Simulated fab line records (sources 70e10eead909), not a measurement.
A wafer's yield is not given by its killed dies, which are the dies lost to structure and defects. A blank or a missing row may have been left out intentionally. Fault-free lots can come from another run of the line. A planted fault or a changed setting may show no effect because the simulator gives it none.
fab line records | flow nand-harc
record lots=11 | wafers=33 | last-day=23
route steps=1159 shown A_M0@1009 A_M1@1038 END@1159
lots with no fault: from the same line, run without faults
start-h: hours from the record's first day to the start of the lot's first wafer shown | wait-h: hours elapsed since this lot's preceding step | " same as the row above | L1.1+2: a single row standing in for several wafers | - either no value or no given start | * or withheld: withheld | < > ~ a bound
route shown NAME@n: NAME is a module with steps in the file, n the number in the route of the first one | usual: mean/standard deviation taken from wafers without a fault | same: alike in all rows | chamber/n: place in a boat | sites: per-site readings | _std_site: standard deviation of those values | _edge_site: outer sites' mean less inner sites' | radius-mm: how far each site lies from the wafer's centre | mask NAME#n: copy n | behind: the most recent tool/chamber to have shaped the wafer | hold: reason for holding the lot/hours on hold/outcome of the hold | device: the transistor (n, p or np) that didn't switch | end of line: the tests these same wafers got at the end of their route | for a step that has no rows: nothing shown but its recipe | killed: at the first sort, the dies lost to defects and structure; wafer yield is something else | map: per-die view of a wafer (x killed, . not killed, _ where there is no die)
set.NAME: the setting the step ran with; set.NAME@STEP: the setting that earlier step ran with | model.NAME: the simulator's own value behind a step, which no gauge read
route steps across a sampled set of lots; one table per step, one row per wafer
services: from which hour (start-h, from the record's first day; less than 0 if before it) a tool's chamber was out of use, for how many hours, and why
## steps
# step NHARC_A_M0_ETCH_15
# recipe target-depth-a=1500 | overetch-a=150 | time-s=82.5 | c4f8-flow-sccm=withheld | ar-flow-sccm=400 | rf-w=600 | bias-w=300 | chemistry=C4F8/Ar
# usual oes-product-au=0.950/0.022 | rf-fwd-power-W=595.3/2.1 | rf-vpp-V=441.7/2.6
lot.wafer | tool        | chamber | start-h | wait-h | oes-product-au | rf-fwd-power-W | rf-hours-counter-h | rf-vpp-V
L450.1    | rie-diel-06 | 2       | -       | -      | 0.928          | 595.4          | 12                 | 442.1
L450.2    | "           | 0       | "       | "      | 0.922          | 595.3          | 13                 | 445.0
L450.5    | "           | 2       | "       | "      | 0.914          | 598.4          | -                  | 442.7
L454.1    | rie-diel-06 | 0       | -       | -      | 0.929          | 595.2          | 14                 | 444.6
L454.3    | "           | 2       | "       | "      | 0.926          | 592.5          | 12                 | 442.2
L454.5    | "           | 1       | "       | "      | 0.942          | 597.7          | -                  | 441.0
L455.2    | rie-diel-09 | 2       | -       | -      | 0.978          | 597.7          | 11                 | 439.4
L455.6    | "           | 1       | "       | "      | 0.958          | 598.1          | -                  | 446.3
L455.5    | "           | 2       | "       | "      | 0.985          | 597.6          | -                  | 441.0
L452.4    | rie-diel-05 | 3       | -       | -      | 0.984          | 594.4          | 5                  | 442.3
L452.1    | "           | 0       | "       | "      | 0.977          | 594.4          | 5                  | 445.4
L452.6    | "           | 0       | "       | "      | 0.990          | 593.5          | -                  | 445.4
L456.4    | rie-diel-09 | 0       | -       | -      | 0.932          | 599.6          | 13                 | 441.7
L456.3    | "           | 3       | "       | "      | 0.924          | 598.3          | 12                 | 440.7
L456.5    | "           | 1       | "       | "      | 0.932          | 597.1          | -                  | 444.4
L460.3    | rie-diel-06 | 3       | -       | -      | 0.949          | 590.5          | 2                  | 437.8
L460.4    | "           | 1       | "       | "      | 0.956          | 594.2          | 2                  | 441.2
L460.1    | "           | 2       | "       | "      | 0.944          | 595.7          | 2                  | 442.3
L459.3    | rie-diel-06 | 3       | -       | -      | 0.973          | 592.2          | 2                  | 438.1
L459.1    | "           | 0       | "       | "      | 0.960          | 591.2          | 2                  | 445.7
L459.2    | "           | 1       | "       | "      | 0.954          | 599.1          | 2                  | 441.1
L461.4    | rie-diel-05 | 1       | -       | -      | 0.929          | 598.7          | 8                  | 437.2
L461.6    | "           | 0       | "       | "      | 0.939          | 598.0          | -                  | 445.0
L461.5    | "           | 1       | "       | "      | 0.933          | 595.4          | -                  | 438.2
L466.4    | rie-diel-05 | 0       | -       | -      | 0.970          | 596.8          | 10                 | 445.0
L466.5    | "           | 0       | "       | "      | 0.983          | 595.1          | -                  | 445.9
L466.6    | "           | 1       | "       | "      | 0.964          | 595.0          | -                  | 439.4
L463.4    | rie-diel-09 | 1       | -       | -      | 0.948          | 592.6          | 5                  | 443.4
L463.1    | "           | 2       | "       | "      | 0.936          | 594.6          | 4                  | 439.8
L463.6    | "           | 3       | "       | "      | 0.955          | 595.0          | -                  | 442.2
L469.1    | rie-diel-06 | 1       | -       | -      | 0.982          | 597.3          | 5                  | 440.2
L469.2    | "           | 2       | "       | "      | 0.973          | 593.7          | 6                  | 443.3
L469.6    | "           | 3       | "       | "      | 0.951          | 591.0          | -                  | 439.6
# step NHARC_A_M0_DEGAS_28
# recipe temp-c=250 | time-s=60
# usual heater-power-w=360/40
lot.wafer | tool           | chamber | start-h | wait-h | heater-power-w
L450.2    | pvd-sputter-01 | -       | 401.37  | -      | 393
L450.1    | "              | -       | "       | "      | 350
L450.5    | "              | -       | "       | "      | 363
L454.3    | pvd-sputter-02 | -       | 407.56  | -      | 338
L454.1    | "              | -       | "       | "      | 316
L454.5    | "              | -       | "       | "      | 314
L455.2    | pvd-sputter-01 | -       | 415.21  | -      | 364
L455.5    | "              | -       | "       | "      | 394
L455.6    | "              | -       | "       | "      | 360
L452.4    | pvd-sputter-01 | -       | 423.26  | -      | 346
L452.1    | "              | -       | "       | "      | 349
L452.6    | "              | -       | "       | "      | 321
L456.3    | pvd-sputter-02 | -       | 423.80  | -      | 330
L456.4    | "              | -       | "       | "      | 322
L456.5    | "              | -       | "       | "      | 348
L460.4    | pvd-sputter-02 | -       | 453.31  | -      | 345
L460.3    | "              | -       | "       | "      | 328
L460.1    | "              | -       | "       | "      | 312
L459.1    | pvd-sputter-01 | -       | 459.13  | -      | 317
L459.3    | "              | -       | "       | "      | 349
L459.2    | "              | -       | "       | "      | 380
L461.4    | pvd-sputter-01 | -       | 474.79  | -      | 399
L461.6    | "              | -       | "       | "      | 345
L461.5    | "              | -       | "       | "      | 399
L466.4    | pvd-sputter-01 | -       | 491.64  | -      | 341
L466.5    | "              | -       | "       | "      | 393
L466.6    | "              | -       | "       | "      | 351
L463.4    | pvd-sputter-01 | -       | 492.51  | -      | 327
L463.1    | "              | -       | "       | "      | 387
L463.6    | "              | -       | "       | "      | 321
L469.2    | pvd-sputter-03 | -       | 507.31  | -      | 338
L469.1    | "              | -       | "       | "      | 360
L469.6    | "              | -       | "       | "      | 397
# step NHARC_A_M0_PVD_20
# recipe target-thk-a=50 | bias-v=168.6 | power-w=15000 | chamber-pressure-pa=0.12 | time-s=8.06 | substrate-temp-c=50 | material=TaN
# usual throttle-valve-pct=30.3/0.89
lot.wafer | tool           | chamber | start-h | wait-h | throttle-valve-pct
L450.1    | pvd-sputter-01 | -       | -       | -      | 29.7
L450.2    | "              | -       | "       | "      | 31.3
L450.5    | "              | -       | "       | "      | 29.8
L454.3    | pvd-sputter-02 | -       | -       | -      | 30.1
L454.1    | "              | -       | "       | "      | 29.0
L454.5    | "              | -       | "       | "      | 29.8
L455.2    | pvd-sputter-01 | -       | -       | -      | 31.4
L455.6    | "              | -       | "       | "      | 29.8
L455.5    | "              | -       | "       | "      | 29.6
L452.4    | pvd-sputter-01 | -       | -       | -      | 31.5
L452.1    | "              | -       | "       | "      | 29.5
L452.6    | "              | -       | "       | "      | 31.3
L456.3    | pvd-sputter-02 | -       | -       | -      | 29.6
L456.4    | "              | -       | "       | "      | 30.9
L456.5    | "              | -       | "       | "      | 29.7
L460.4    | pvd-sputter-02 | -       | -       | -      | 29.8
L460.3    | "              | -       | "       | "      | 30.9
L460.1    | "              | -       | "       | "      | 31.2
L459.1    | pvd-sputter-01 | -       | -       | -      | 31.2
L459.2    | "              | -       | "       | "      | 31.4
L459.3    | "              | -       | "       | "      | 29.5
L461.4    | pvd-sputter-01 | -       | -       | -      | 31.3
L461.6    | "              | -       | "       | "      | 29.9
L461.5    | "              | -       | "       | "      | 29.8
L466.4    | pvd-sputter-01 | -       | -       | -      | 29.6
L466.6    | "              | -       | "       | "      | 30.9
L466.5    | "              | -       | "       | "      | 31.5
L463.4    | pvd-sputter-01 | -       | -       | -      | 30.0
L463.1    | "              | -       | "       | "      | 31.3
L463.6    | "              | -       | "       | "      | 29.7
L469.1    | pvd-sputter-03 | -       | -       | -      | 28.9
L469.2    | "              | -       | "       | "      | 31.3
L469.6    | "              | -       | "       | "      | 29.3
# step NHARC_A_M0_CMP_23
# recipe t-overpolish-s=20 | target-thk-nm=113.75
# usual motor-current-A=12.2/1.2 | time-to-endpoint-s=29.5/1.7
# same t-overpolish-s=20
lot.wafer | tool   | chamber | start-h | wait-h | motor-current-A | time-to-endpoint-s
L450.1    | cmp-02 | 3       | 402.48  | -      | 11.0            | 28.3
L450.2    | "      | 2       | "       | "      | 10.3            | 29.5
L450.5    | "      | 3       | "       | "      | 10.6            | 27.7
L454.1    | cmp-04 | 2       | 408.69  | -      | 11.5            | 30.8
L454.3    | "      | 3       | "       | "      | 10.9            | 30.5
L454.5    | "      | 2       | "       | "      | 12.0            | 30.1
L455.2    | cmp-01 | 2       | 416.28  | -      | 12.8            | 27.0
L455.5    | "      | 2       | "       | "      | 11.6            | 27.5
L455.6    | "      | 3       | "       | "      | 12.1            | 29.5
L452.1    | cmp-02 | 2       | 424.36  | -      | 10.7            | 29.8
L452.4    | "      | 0       | "       | "      | 12.4            | 30.8
L452.6    | "      | 1       | "       | "      | 13.2            | 31.3
L456.4    | cmp-04 | 0       | 424.87  | -      | 13.7            | 30.1
L456.3    | "      | 2       | "       | "      | 11.7            | 31.6
L456.5    | "      | 0       | "       | "      | 13.9            | 29.9
L460.1    | cmp-04 | 1       | 454.85  | -      | 12.7            | 31.6
L460.3    | "      | 2       | "       | "      | 11.8            | 29.3
L460.4    | "      | 3       | "       | "      | 10.7            | 27.2
L459.2    | cmp-02 | 2       | 460.25  | -      | 10.8            | 26.4
L459.1    | "      | 3       | "       | "      | 10.9            | 27.8
L459.3    | "      | 0       | "       | "      | 12.3            | 27.5
L461.4    | cmp-02 | 3       | 475.97  | -      | 11.6            | 32.0
L461.6    | "      | 0       | "       | "      | 12.0            | 31.4
L461.5    | "      | 1       | "       | "      | 12.8            | 31.3
L466.4    | cmp-02 | 0       | 492.71  | -      | 12.2            | 27.1
L466.6    | "      | 0       | "       | "      | 12.8            | 27.2
L466.5    | "      | 1       | "       | "      | 13.5            | 27.9
L463.1    | cmp-02 | 1       | 493.73  | -      | 11.9            | 29.9
L463.4    | "      | 3       | "       | "      | 10.9            | 28.4
L463.6    | "      | 2       | "       | "      | 11.0            | 28.0
L469.2    | cmp-04 | 0       | 508.39  | -      | 14.0            | 29.6
L469.1    | "      | 3       | "       | "      | 10.7            | 28.1
L469.6    | "      | 1       | "       | "      | 13.7            | 28.8
# step NHARC_A_M0_INSPECT_27
# usual raw-defect-count=469/120
lot.wafer | tool              | chamber | start-h | wait-h | raw-defect-count
L450.1    | defect-inspect-01 | -       | 402.97  | 0.0    | 280
L450.2    | "                 | -       | "       | "      | 392
L450.5    | "                 | -       | "       | "      | 339
L454.1    | defect-inspect-01 | -       | 409.19  | 0.1    | 433
L454.3    | "                 | -       | "       | "      | 358
L454.5    | "                 | -       | "       | "      | 545
L455.2    | defect-inspect-01 | -       | 416.76  | 0.0    | 436
L455.5    | "                 | -       | "       | "      | 614
L455.6    | "                 | -       | "       | "      | 448
L452.1    | defect-inspect-01 | -       | 424.81  | 0.0    | 390
L452.4    | "                 | -       | "       | "      | 360
L452.6    | "                 | -       | "       | "      | 349
L456.3    | defect-inspect-01 | -       | 425.34  | 0.0    | 497
L456.4    | "                 | -       | "       | "      | 409
L456.5    | "                 | -       | "       | "      | 467
L460.1    | defect-inspect-01 | -       | 455.30  | 0.0    | 374
L460.3    | "                 | -       | "       | "      | 479
L460.4    | "                 | -       | "       | "      | 461
L459.1    | defect-inspect-02 | -       | 460.69  | 0.0    | 411
L459.2    | "                 | -       | "       | "      | 659
L459.3    | "                 | -       | "       | "      | 526
L461.4    | defect-inspect-01 | -       | 476.36  | 0.0    | 315
L461.5    | "                 | -       | "       | "      | 559
L461.6    | "                 | -       | "       | "      | 550
L466.4    | defect-inspect-01 | -       | 493.19  | 0.0    | 1866
L466.5    | "                 | -       | "       | "      | 1835
L466.6    | "                 | -       | "       | "      | 1758
L463.1    | defect-inspect-02 | -       | 494.21  | 0.0    | 1819
L463.4    | "                 | -       | "       | "      | 1805
L463.6    | "                 | -       | "       | "      | 2024
L469.1    | defect-inspect-02 | -       | 508.89  | 0.0    | 395
L469.2    | "                 | -       | "       | "      | 477
L469.6    | "                 | -       | "       | "      | 350
# step NHARC_A_M1_INSPECT_11
# usual raw-defect-count=29/12
lot.wafer | tool              | chamber | start-h | wait-h | raw-defect-count
L450.1    | defect-inspect-01 | -       | 404.50  | 0.0    | 35
L450.2    | "                 | -       | "       | "      | 25
L450.5    | "                 | -       | "       | "      | 44
L454.1    | defect-inspect-01 | -       | 410.71  | 0.0    | 31
L454.3    | "                 | -       | "       | "      | 22
L454.5    | "                 | -       | "       | "      | 34
L455.2    | defect-inspect-02 | -       | 418.26  | 0.0    | 9
L455.5    | "                 | -       | "       | "      | 9
L455.6    | "                 | -       | "       | "      | 17
L452.1    | defect-inspect-01 | -       | 426.35  | 0.0    | 29
L452.4    | "                 | -       | "       | "      | 21
L452.6    | "                 | -       | "       | "      | 31
L456.3    | defect-inspect-01 | -       | 426.83  | 0.0    | 50
L456.4    | "                 | -       | "       | "      | 44
L456.5    | "                 | -       | "       | "      | 41
L460.1    | defect-inspect-02 | -       | 456.81  | 0.0    | 17
L460.3    | "                 | -       | "       | "      | 22
L460.4    | "                 | -       | "       | "      | 17
L459.1    | defect-inspect-01 | -       | 462.08  | 0.0    | 22
L459.2    | "                 | -       | "       | "      | 29
L459.3    | "                 | -       | "       | "      | 32
L461.4    | defect-inspect-01 | -       | 477.92  | 0.0    | 28
L461.5    | "                 | -       | "       | "      | 31
L461.6    | "                 | -       | "       | "      | 32
L466.4    | defect-inspect-01 | -       | 494.69  | 0.0    | 1481
L466.5    | "                 | -       | "       | "      | 1438
L466.6    | "                 | -       | "       | "      | 1427
L463.1    | defect-inspect-02 | -       | 495.60  | 0.0    | 1384
L463.4    | "                 | -       | "       | "      | 1415
L463.6    | "                 | -       | "       | "      | 1437
L469.1    | defect-inspect-01 | -       | 510.44  | 0.0    | 35
L469.2    | "                 | -       | "       | "      | 33
L469.6    | "                 | -       | "       | "      | 38
# step NHARC_END_SORT_01
# recipe temp-c=25
# usual defect-limited-yield=95.6/1.3 | killed-at-array=26/8.6 | killed-at-other=0.7/0.97 | killed-at-periphery=3.2/2.2 | killed-dies=30/8.9 | killed-open=3.1/1.8 | killed-short=2.2/1.8 | sort_bin_2_pct=1.4/0.58 | sort_bin_3_pct=0.24/0.18 | sort_bin_4_pct=2.8/0.9 | sort-n-pass=647/8.9 | sort-rim-yield-pct=95.5/2.5 | sort-yield-pct=95.6/1.3
# same gross-dies=677 | sort_bin_5_pct[%]=0 | sort_bin_6_pct[%]=0 | sort_bin_7_pct[%]=0 | sort_bin_8_pct[%]=0 | sort-rim-n-gross=106.00
lot.wafer | tool      | chamber | start-h | wait-h | defect-limited-yield[%] | killed-at-array | killed-at-other | killed-at-periphery | killed-dies | killed-open | killed-short | sort_bin_2_pct[%] | sort_bin_3_pct[%] | sort_bin_4_pct[%] | sort-n-pass | sort-rim-yield-pct[%] | sort-yield-pct[%]
L463.1    | prober-02 | 0       | 532.74  | 2.5    | 14.8                    | 575             | 0               | 2                   | 577         | 4           | 1            | 39.1              | 9.31              | 36.8              | 100         | 13.2                  | 14.8
L463.4    | prober-02 | 0       | 535.12  | 3.4    | 14.8                    | 577             | 0               | 0                   | 577         | 1           | 0            | 37.5              | 10.19             | 37.5              | 100         | 16.0                  | 14.8
L463.6    | prober-02 | 0       | 536.70  | 4.0    | 13.0                    | 588             | 0               | 1                   | 589         | 2           | 3            | 40.9              | 9.31              | 36.8              | 88          | 11.3                  | 13.0
L466.4    | prober-01 | 0       | 535.09  | 3.4    | 12.1                    | 589             | 2               | 4                   | 595         | 1           | 2            | 41.5              | 9.45              | 36.9              | 82          | 17.0                  | 12.1
L466.5    | prober-01 | 0       | 535.91  | 3.7    | 12.6                    | 589             | 2               | 1                   | 592         | 3           | 0            | 39.0              | 9.31              | 39.1              | 85          | 12.3                  | 12.6
L466.6    | prober-01 | 0       | 536.72  | 4.1    | 14.3                    | 575             | 2               | 3                   | 580         | 2           | 1            | 38.7              | 10.34             | 36.6              | 97          | 10.4                  | 14.3
L469.1    | prober-01 | 0       | 548.27  | 2.5    | 95.1                    | 29              | 0               | 4                   | 33          | 3           | 2            | 1.3               | 0.15              | 3.4               | 644         | 96.2                  | 95.1
L469.2    | prober-01 | 0       | 549.06  | 2.8    | 96.0                    | 23              | 0               | 4                   | 27          | 1           | 0            | 1.6               | 0.15              | 2.2               | 650         | 94.3                  | 96.0
L469.6    | prober-01 | 0       | 552.22  | 3.9    | 96.6                    | 22              | 0               | 1                   | 23          | 2           | 0            | 1.5               | 0                 | 1.9               | 654         | 96.2                  | 96.6
# killed by level:class
L463.1 A_M0:unspecified=559 A_SLIT:chamber-film-flake=9 A_CHANNEL_HOLE_D1:chamber-film-flake=2 A_CONTACT:chamber-film-flake=2 P_GATE:geometric-particle:open=1 P_M0:geometric-particle:open=1 A_SGD_CUT:geometric-particle:open=1 A_WL_FILL:geometric-particle:short=1
L466.4 A_M0:unspecified=574 A_CHANNEL_HOLE_D1:chamber-film-flake=5 A_SLIT:chamber-film-flake=5 P_M2:chamber-film-flake=4 A_CONTACT:chamber-film-flake=2 THIN_TSV:chamber-film-flake=2 A_ONON_D1:geometric-particle:open=1 A_CHANNEL_FILL_D1:geometric-particle:short=1
L463.4 A_M0:unspecified=569 A_SLIT:chamber-film-flake=6 A_M1:geometric-particle:open=1 A_STAIRCASE:chamber-film-flake=1
L466.5 A_M0:unspecified=564 A_SLIT:chamber-film-flake=11 A_CHANNEL_HOLE_D1:chamber-film-flake=7 A_CONTACT:chamber-film-flake=4 P_GATE:geometric-particle:open=1 A_M0:geometric-particle:open=1 STARTING-WAFER:geometric-particle:open=1 A_STAIRCASE:chamber-film-flake=1
L463.6 A_M0:unspecified=568 A_SLIT:chamber-film-flake=13 A_CHANNEL_HOLE_D1:chamber-film-flake=2 P_GATE:geometric-particle:short=1 A_CHANNEL_FILL_D1:geometric-particle:short=1 A_CHANNEL_FILL_D1:geometric-particle:open=1 A_CONTACT:geometric-particle:short=1 A_M1:geometric-particle:open=1
L466.6 A_M0:unspecified=558 A_CHANNEL_HOLE_D1:chamber-film-flake=7 A_SLIT:chamber-film-flake=6 A_CONTACT:chamber-film-flake=3 THIN_TSV:chamber-film-flake=2 P_GATE:geometric-particle:open=1 P_M2:geometric-particle:open=1 A_SGD_CUT:geometric-particle:short=1
L469.1 A_CHANNEL_HOLE_D1:chamber-film-flake=22 P_GATE:chamber-film-flake=2 A_CONTACT:chamber-film-flake=2 P_STI:geometric-particle:short=1 P_GATE:geometric-particle:short=1 A_ONON_D1:geometric-particle:open=1 A_CONTACT:geometric-particle:open=1 A_M0:geometric-particle:open=1
L469.2 A_CHANNEL_HOLE_D1:chamber-film-flake=21 P_M2:chamber-film-flake=3 A_CONTACT:geometric-particle:open=1 P_ZERO_WELL:chamber-film-flake=1 A_STAIRCASE:chamber-film-flake=1
L469.6 A_CHANNEL_HOLE_D1:chamber-film-flake=19 A_CONTACT:chamber-film-flake=2 P_M1:geometric-particle:open=1 A_CONTACT:geometric-particle:open=1
## services
tool           | chamber | start-h | hours | kind
cmp-02         | -       | 379.58  | 2.0   | repair
cmp-01         | -       | 384.66  | 6.4   | repair
rie-diel-06    | 3       | 393.45  | 17.7  | repair
pvd-sputter-02 | -       | 394.17  | 10.0  | pm
rie-diel-06    | 0       | 397.28  | -     | clean
rie-diel-06    | 1       | 397.28  | -     | clean
rie-diel-06    | 2       | 397.28  | -     | clean
cmp-04         | -       | 399.08  | 4.0   | pm
cmp-01         | -       | 401.00  | 1.9   | repair
pvd-sputter-03 | -       | 403.52  | 0.9   | repair
pvd-sputter-03 | -       | 406.12  | 5.2   | repair
rie-diel-06    | -       | 418.20  | 9.0   | pm
cmp-02         | -       | 424.51  | 4.0   | pm
cmp-02         | -       | 428.51  | -     | consumable-replace:conditioner
cmp-02         | -       | 428.51  | -     | consumable-replace:pad
rie-diel-09    | -       | 431.28  | 9.0   | pm
cmp-01         | -       | 448.42  | 0.7   | repair
cmp-04         | -       | 453.42  | 0.5   | repair
pvd-sputter-01 | -       | 453.77  | 5.1   | repair
pvd-sputter-03 | -       | 458.02  | 10.0  | pm
cmp-02         | -       | 469.53  | 0.8   | repair
cmp-01         | -       | 473.51  | 4.0   | pm
pvd-sputter-02 | -       | 486.75  | 1.9   | repair
cmp-04         | -       | 497.08  | 4.0   | pm
## key
first-sign step=NHARC_A_M0_INSPECT_27 | reading=raw-defect-count | direction=up | sigmas=12 | usual=469 | struck=1851
effect step=NHARC_A_M1_INSPECT_11 | reading=raw-defect-count | direction=up | sigmas=99+ | usual=29 | struck=1430
effect step=NHARC_END_SORT_01 | reading=killed-at-array | direction=up | sigmas=64 | usual=26 | struck=582
more-kills-born-at NHARC_A_M0_CMP_23@cmp-02=3392
met-at NHARC_A_M0_CMP_23
struck-lots L463,L466
not-acting-at NHARC_A_M0_ETCH_15,NHARC_A_M0_DEGAS_28,NHARC_A_M0_PVD_20
onset-between 475.97 492.71
fault kind=chamber-particle-source | tool=cmp-02 | chamber=- | onset-h=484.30 | steps=NHARC_A_M0_CMP_23 | rate-per-visit-cm2=2.1569 | end-h=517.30
